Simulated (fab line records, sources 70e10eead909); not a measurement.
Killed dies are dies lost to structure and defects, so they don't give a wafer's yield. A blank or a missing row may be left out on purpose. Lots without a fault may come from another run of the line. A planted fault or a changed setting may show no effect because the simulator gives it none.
Chamber matching | flow nand_harc | NHARC_A_CONTACT_DESCUM_13 on rie_diel-02: 4 sister chambers
The step chemistry O2, time 3 s. 16 wafers are shown with their chamber, then 8 later ones without.

WAFERS WITH THEIR CHAMBER
wafer  | chamber | showerhead_plenum_p_Torr (Torr) | rf_vpp_V (V) | oes_product_au (a.u.)
L230.2 | 0       | 1.98                            | 58.0         | 1.006
L230.4 | 2       | 1.78                            | 56.7         | 1.004
L230.6 | 3       | 1.99                            | 58.2         | 0.995
L229.1 | 1       | 1.97                            | 57.2         | 1.020
L229.2 | 3       | 1.99                            | 58.1         | 0.985
L229.4 | 1       | 1.97                            | 58.9         | 1.009
L234.1 | 0       | 1.98                            | 57.8         | 1.000
L234.5 | 1       | 1.97                            | 57.2         | 1.029
L234.6 | 2       | 1.77                            | 56.5         | 0.996
L245.1 | 1       | 1.97                            | 58.2         | 1.016
L245.2 | 2       | 1.77                            | 56.4         | 1.003
L245.6 | 1       | 1.96                            | 57.1         | 1.007
L244.2 | 0       | 1.97                            | 58.6         | 0.998
L244.3 | 1       | 1.96                            | 57.0         | 0.998
L244.6 | 1       | 1.97                            | 57.9         | 0.999
L246.2 | 0       | 1.97                            | 58.1         | 0.997

SIGNATURES (means of the wafers above)
reading                  | chamber 0 | chamber 1 | chamber 2 | chamber 3 | scatter within a chamber
showerhead_plenum_p_Torr | 1.9750    | 1.9671    | 1.7733    | 1.9900    | 0.00508
rf_vpp_V                 | 58.125    | 57.643    | 56.533    | 58.150    | 0.537
oes_product_au           | 1.00025   | 1.01114   | 1.00100   | 0.99000   | 0.00866
Rule: a wafer's distance from a chamber is the root of the sum, over the readings, of the square of ((its reading less the chamber's mean) divided by the reading's scatter). The wafer belongs to the nearest chamber; if the next one is less than 2 further off, it can't be placed. The scatter: the root of (the sum of the squares of (reading less its chamber's mean) over the shown wafers, divided by (wafers less chambers)).

WAFERS WITHOUT THEIR CHAMBER
wafer  | showerhead_plenum_p_Torr (Torr) | rf_vpp_V (V) | oes_product_au (a.u.)
L246.3 | 1.77                            | 57.4         | 0.997
L246.4 | 1.98                            | 58.5         | 0.995
L248.1 | 1.96                            | 58.3         | 0.994
L248.2 | 1.97                            | 58.5         | 1.006
L248.5 | 1.98                            | 58.9         | 0.978
L247.1 | 1.96                            | 57.3         | 1.008
L247.2 | 1.97                            | 58.1         | 1.011
L247.5 | 1.98                            | 58.5         | 0.983

WHICH CHAMBER EACH WENT THROUGH
wafer  | from the rows above     | in truth
L246.3 | 2                       | 2
L246.4 | can't be placed: 0 or 3 | 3
L248.1 | can't be placed: 1 or 0 | 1
L248.2 | can't be placed: 0 or 1 | 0
L248.5 | can't be placed: 3 or 0 | 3
L247.1 | can't be placed: 1 or 0 | 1
L247.2 | can't be placed: 1 or 0 | 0
L247.5 | can't be placed: 3 or 0 | 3
Placed correctly: 1 of 8. Can't be placed from these rows: 7 (the true chamber is among the candidates in 7). Placed wrongly: 0.
